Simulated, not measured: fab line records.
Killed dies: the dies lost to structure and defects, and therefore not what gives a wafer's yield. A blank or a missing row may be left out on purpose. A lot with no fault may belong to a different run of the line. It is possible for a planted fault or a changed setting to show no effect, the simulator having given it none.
Comparing a struck lot with a sound one :: flow nand-harc :: 40 out of 1302 route steps
Sound: the wafers L504.1, L504.3, L504.4. Struck: wafers L517.2, L517.5 (left out: L517.6, a lot-mate that was not struck); the cause follows at the end.
For every step that has rows: the tool of each side, followed by ch and its chambers, followed by its first start. Under that, the readings that differ: sound wafers :: struck wafers :: difference of the means :: sigmas: that difference in standard deviations of wafers without a fault.
alike: words and numbers the same on both sides, and readings whose means are apart by under 2 such deviations; not compared: readings that were withheld, readings missing a value for some wafer, numbers with overlapping values and no deviation given by the record, and bounds like >300 which may hide the same value.
The two part at a step that has a row with sigmas, a row that says differs or no value, or rows on one side only. When numbers do not overlap yet have no deviation, they are printed without sigmas and do not part them. A reading missing from all wafers of one side parts the sides only when that side holds two or more wafers.

first, 8 steps without rows for these wafers: NHARC_A_STAIRCASE_HMDS_159 (time 30 s); NHARC_A_STAIRCASE_COAT_160; NHARC_A_STAIRCASE_SOFTBAKE_161 (time 170 s); NHARC_A_STAIRCASE_EBR_162; NHARC_A_STAIRCASE_EXPOSE_163 (exposes mask STAIR OPEN); NHARC_A_STAIRCASE_PEB_164 (peb time 130 s); NHARC_A_STAIRCASE_DEVELOP_165 (time 140 s); NHARC_A_STAIRCASE_HARDBAKE_167 (time 140 s).
NHARC_A_STAIRCASE_DESCUM_168: chemistry O2, time 3 s.
  sound on rie-diel-05 ch 0,1,2, day 15 03:17; struck on rie-diel-05 ch 0, day 21 10:30
  alike: drypump-motor-current-A, oes-product-au, rf-vpp-V, showerhead-plenum-p-Torr, throttle-valve-pct
  not compared: rf-hours-counter-h
then, 1 step without rows for these wafers: NHARC_A_STAIRCASE_ETCH_169 (etches the open film in CH3F/O2, target depth 50 nm, time 107.1 s).
NHARC_A_STAIRCASE_ETCH_170: etches the open film in C4F6/O2, target depth 200 nm, time 66.667 s.
  sound on rie-diel-05 ch 0,2,3; struck on rie-diel-05 ch 0,1
  alike: bias-w, drypump-motor-current-A, oes-product-au, rf-vpp-V, showerhead-plenum-p-Torr, throttle-valve-pct
  not compared: rf-hours-counter-h
NHARC_A_STAIRCASE_STRIP_171: strips in O2.
  sound on plasma-asher-01 ch 0,1, day 15 03:43; struck on plasma-asher-02 ch 1, day 21 10:52
reading: heater-power-w (W)
sound: 388 381 358
struck: 304 299
difference: -74
sigmas: -2
  alike: drypump-motor-current-A
  not compared: rf-hours-counter-h
then, 15 steps without rows for these wafers: NHARC_A_STAIRCASE_STRIP_172 (strips in SPM, time 900 s); NHARC_A_STAIRCASE_PRECLEAN_173 (cleans in SC1); NHARC_A_STAIRCASE_SRD_174; NHARC_A_STAIRCASE_DEHYDRATE_01 (time 120 s); NHARC_A_STAIRCASE_HMDS_02 (time 30 s); NHARC_A_STAIRCASE_COAT_03; NHARC_A_STAIRCASE_SOFTBAKE_04 (time 170 s); NHARC_A_STAIRCASE_EBR_05; NHARC_A_STAIRCASE_EXPOSE_06 (exposes mask STAIR); NHARC_A_STAIRCASE_PEB_07 (peb time 130 s); NHARC_A_STAIRCASE_DEVELOP_08 (time 140 s); NHARC_A_STAIRCASE_HARDBAKE_10 (time 140 s); NHARC_A_STAIRCASE_DESCUM_11 (chemistry O2, time 3 s); NHARC_A_STAIRCASE_TRIM_12 (chemistry O2, time 211.2 s); NHARC_A_STAIRCASE_ETCH_13 (etches the open film in C4F8/O2, target depth 100 nm, time 40.5 s).
NHARC_A_STAIRCASE_TRIM_14: chemistry O2, time 211.2 s.
  sound on rie-diel-05 ch 1,2,3; struck on rie-diel-08 ch 0,2
  alike: drypump-motor-current-A, oes-product-au, rf-vpp-V, showerhead-plenum-p-Torr, throttle-valve-pct
  not compared: rf-hours-counter-h
then, 5 steps without rows for these wafers: NHARC_A_STAIRCASE_ETCH_15 (etches the open film in C4F8/O2, target depth 100 nm, time 40.5 s); NHARC_A_STAIRCASE_TRIM_16 (chemistry O2, time 211.2 s); NHARC_A_STAIRCASE_ETCH_17 (etches the open film in C4F8/O2, target depth 100 nm, time 40.5 s); NHARC_A_STAIRCASE_TRIM_18 (chemistry O2, time 211.2 s); NHARC_A_STAIRCASE_ETCH_19 (etches the open film in C4F8/O2, target depth 100 nm, time 40.5 s).
NHARC_A_STAIRCASE_TRIM_20: chemistry O2, time 211.2 s.
  sound on rie-diel-05 ch 0,1,2, day 15 06:32; struck on rie-diel-05 ch 1,2, day 21 15:32
  alike: drypump-motor-current-A, oes-product-au, rf-vpp-V, showerhead-plenum-p-Torr, throttle-valve-pct
  not compared: rf-hours-counter-h
then, 4 steps without rows for these wafers: NHARC_A_STAIRCASE_ETCH_21 (etches the open film in C4F8/O2, target depth 100 nm, time 40.5 s); NHARC_A_STAIRCASE_TRIM_22 (chemistry O2, time 211.2 s); NHARC_A_STAIRCASE_ETCH_23 (etches the open film in C4F8/O2, target depth 100 nm, time 40.5 s); NHARC_A_STAIRCASE_TRIM_24 (chemistry O2, time 211.2 s).
NHARC_A_STAIRCASE_ETCH_25: etches the open film in C4F8/O2, target depth 100 nm, time 40.5 s.
  sound on rie-diel-05 ch 0,2,3; struck on rie-diel-05 ch 1,2
  alike: bias-w, oes-product-au, rf-vpp-V
  not compared: rf-hours-counter-h
-- break in the record here, with 8 days between the starts of the struck wafers on either side (left off in module A_STAIRCASE, picked up again in module END, where the first step shown is number 1302 on the route) --
NHARC_END_SORT_01:
  only the struck wafers appear in the record here, on prober-01 ch 0 at day 29 21:56; the sound ones have no rows

== WHERE THEY PART ==
Last at NHARC_END_SORT_01 as far as this record goes, first at NHARC_A_STAIRCASE_STRIP_171.

WHY: whatever the simulator had introduced
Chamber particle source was plasma-asher-02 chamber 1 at NHARC_A_STAIRCASE_STRIP_171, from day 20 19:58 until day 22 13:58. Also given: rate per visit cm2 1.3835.
